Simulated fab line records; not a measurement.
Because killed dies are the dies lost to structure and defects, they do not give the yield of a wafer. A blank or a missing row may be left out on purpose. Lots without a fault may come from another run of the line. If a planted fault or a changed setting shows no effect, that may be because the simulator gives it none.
Split-lot trial | flow n5-finfet | 39 wafers read across 7 lots, on a route 1938 steps long

== THE SPLIT ==
At N5_DUMMY_GATE_ETCH_32 (etches SiO2 in CF4, target depth 3.5 nm, time 3.9 s), the setting time-s was moved away from the recipe's 3.9 s on 15 of the 39 wafers read, by -23.6% to +18.6%. For the rest of the wafers, this setting stayed at what the recipe calls for.

The reading is taken at the split's own step.

== THE READING ==
etch.depth-nm (the simulator's own value, which no gauge read), in nm, at N5_DUMMY_GATE_ETCH_32 (etches SiO2 in CF4, target depth 3.5 nm, time 3.9 s). The file does not state a usual value for it. Across the 24 wafers here that went through the recipe, the average is 3.461 nm and the standard deviation 0.12 nm.

wafer  | tool, chamber at the split | time-s as run, s | against the recipe | etch.depth-nm, nm | against lot-mates on the recipe
L074.1 | rie-si-01, 0               | 3.9              | recipe             | 3.416             | -
L074.2 | rie-si-01, 2               | 4.624            | +18.6%             | 4.212             | +0.775
L074.3 | rie-si-01, 1               | 4.624            | +18.6%             | 4.137             | +0.700
L074.4 | rie-si-01, 3               | 3.9              | recipe             | 3.383             | -
L074.5 | rie-si-01, 2               | 4.624            | +18.6%             | 4.229             | +0.792
L074.6 | rie-si-01, 1               | 3.9              | recipe             | 3.512             | -
L075.2 | rie-si-01, 2               | 3.9              | recipe             | 3.533             | -
L075.3 | rie-si-01, 1               | 3.9              | recipe             | 3.469             | -
L075.5 | rie-si-01, 1               | 3.9              | recipe             | 3.463             | -
L076.1 | rie-si-06, 1               | 3.9              | recipe             | 3.478             | -
L076.2 | rie-si-06, 0               | 3.9              | recipe             | 3.32              | -
L076.3 | rie-si-06, 3               | 3.9              | recipe             | 3.74              | -
L076.4 | rie-si-06, 3               | 3.9              | recipe             | 3.76              | -
L076.5 | rie-si-06, 0               | 3.9              | recipe             | 3.35              | -
L076.6 | rie-si-06, 1               | 3.9              | recipe             | 3.49              | -
L079.1 | rie-si-04, 3               | 4.492            | +15.2%             | 3.994             | +0.570
L079.2 | rie-si-04, 0               | 4.492            | +15.2%             | 4.06              | +0.636
L079.3 | rie-si-04, 1               | 3.9              | recipe             | 3.34              | -
L079.4 | rie-si-04, 2               | 3.9              | recipe             | 3.502             | -
L079.5 | rie-si-04, 3               | 3.9              | recipe             | 3.431             | -
L079.6 | rie-si-04, 0               | 4.492            | +15.2%             | 4.031             | +0.607
L087.1 | rie-si-01, 3               | 3.9              | recipe             | 3.236             | -
L087.2 | rie-si-01, 0               | 2.978            | -23.6%             | 2.564             | -0.784
L087.3 | rie-si-01, 1               | 2.978            | -23.6%             | 2.611             | -0.737
L087.4 | rie-si-01, 2               | 3.9              | recipe             | 3.465             | -
L087.5 | rie-si-01, 0               | 3.9              | recipe             | 3.343             | -
L087.6 | rie-si-01, 1               | 2.978            | -23.6%             | 2.592             | -0.756
L089.1 | rie-si-04, 3               | 4.434            | +13.7%             | 3.893             | +0.407
L089.2 | rie-si-04, 2               | 3.9              | recipe             | 3.518             | -
L089.3 | rie-si-04, 0               | 4.434            | +13.7%             | 4                 | +0.514
L089.4 | rie-si-04, 1               | 4.434            | +13.7%             | 3.877             | +0.391
L089.5 | rie-si-04, 2               | 3.9              | recipe             | 3.503             | -
L089.6 | rie-si-04, 3               | 3.9              | recipe             | 3.436             | -
L094.1 | rie-si-01, 0               | 3.9              | recipe             | 3.481             | -
L094.2 | rie-si-01, 2               | 3.9              | recipe             | 3.574             | -
L094.3 | rie-si-01, 1               | 3.084            | -20.9%             | 2.766             | -0.689
L094.4 | rie-si-01, 3               | 3.084            | -20.9%             | 2.641             | -0.814
L094.5 | rie-si-01, 2               | 3.084            | -20.9%             | 2.802             | -0.653
L094.6 | rie-si-01, 3               | 3.9              | recipe             | 3.31              | -

FIT RESULTS
A straight line over all 39 wafers: etch.depth-nm changes by +0.0365 nm for each +1% of time-s; r = +0.97; the points scatter about the line by 0.1 nm.
The same after taking each lot's own level away (the mean of its wafers on the recipe; 39 wafers): +0.0353 nm for each +1%; r = +0.97; scatter 0.098 nm.
That fit puts the effect of the largest move of time-s on the reading at 0.83 nm.
Across the lots, their own levels run from 3.3480 to 3.5230 nm, a range of 1.5 times the standard deviation given above.
Consequently the slope shifts little with the lot-to-lot level, the two slopes agreeing.
Check: with one of the wafers moved furthest among these (-23.6%) left out of the fit, the line predicts -0.823 nm for it against its lot-mates. Against them it came out at -0.784 nm.

== THE OTHER SPLITS THESE WAFERS WENT THROUGH ==
Other splits were also applied to these wafers ahead of the reading. Each is held against what the fit with the lots' levels taken away leaves over:
other split on the same wafers       | wafers away from the commonest value | r with etch.depth-nm (lot level and that fit taken away)
N5_FIN_SAQP_ALD_61 temp-c            | 15                                   | +0.11
N5_FIN_SAQP_ETCH_65 time-s           | 12                                   | +0.19
N5_DUMMY_GATE_ETCH_31 target-depth-a | 15                                   | -0.04

== FILE'S OWN FIT ==
etch.depth-nm changes by +0.0353 nm for each +1% of time-s, r = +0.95.
